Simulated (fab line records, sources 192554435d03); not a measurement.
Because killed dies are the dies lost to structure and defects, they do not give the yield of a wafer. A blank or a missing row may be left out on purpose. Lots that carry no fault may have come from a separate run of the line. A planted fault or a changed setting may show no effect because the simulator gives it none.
Matching of chambers / flow n5-finfet / ald-hk-03 running N5_MIM_TOP_ALD_00: 4 sister chambers
The step deposits Al2O3, purge time 3 s, co reactant pulse time 3 s. 7 wafers are shown with their chamber, then 7 later ones without.

WAFERS WITH THEIR CHAMBER
wafer=L079.3 chamber=1 precursor-pulse-height-rel=1.006
wafer=L079.5 chamber=2 precursor-pulse-height-rel=1.014
wafer=L086.1 chamber=1 precursor-pulse-height-rel=0.976
wafer=L086.3 chamber=3 precursor-pulse-height-rel=0.986
wafer=L086.4 chamber=0 precursor-pulse-height-rel=1.007
wafer=L087.2 chamber=0 precursor-pulse-height-rel=0.949
wafer=L087.3 chamber=3 precursor-pulse-height-rel=1.006

WAFERS WITH NO CHAMBER GIVEN
wafer=L087.5 precursor-pulse-height-rel=1.011
wafer=L092.1 precursor-pulse-height-rel=0.982
wafer=L092.2 precursor-pulse-height-rel=0.998
wafer=L092.4 precursor-pulse-height-rel=0.994
wafer=L094.2 precursor-pulse-height-rel=1.011
wafer=L094.5 precursor-pulse-height-rel=1.002
wafer=L094.6 precursor-pulse-height-rel=1.007

THE CHAMBER EACH PASSED THROUGH
wafer=L087.5; from the rows above=can't be placed: 2 or 3 or 1 or 0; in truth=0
wafer=L092.1; from the rows above=can't be placed: 0 or 1 or 3 or 2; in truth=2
wafer=L092.2; from the rows above=can't be placed: 3 or 1 or 2 or 0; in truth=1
wafer=L092.4; from the rows above=can't be placed: 3 or 1 or 0 or 2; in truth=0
wafer=L094.2; from the rows above=can't be placed: 2 or 3 or 1 or 0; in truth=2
wafer=L094.5; from the rows above=can't be placed: 3 or 1 or 2 or 0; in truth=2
wafer=L094.6; from the rows above=can't be placed: 2 or 3 or 1 or 0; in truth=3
Correctly placed: 0 of 7. From these rows, 7 cannot be placed; in 7 the true chamber is one of the candidates. Wrongly placed: 0.
How it was worked out, from the rows above alone: a wafer's distance from a chamber is the root of the sum, over the readings, of the square of ((its reading less the chamber's mean) divided by the reading's scatter). If the next closest chamber is less than 2 further off than the closest, the wafer can't be placed; otherwise it belongs to the closest. A chamber's mean is the mean of its shown wafers. How the scatter is found: for the shown wafers, subtract from each reading the mean of its chamber, square and add these, divide the total by (wafers less chambers), then take the root.
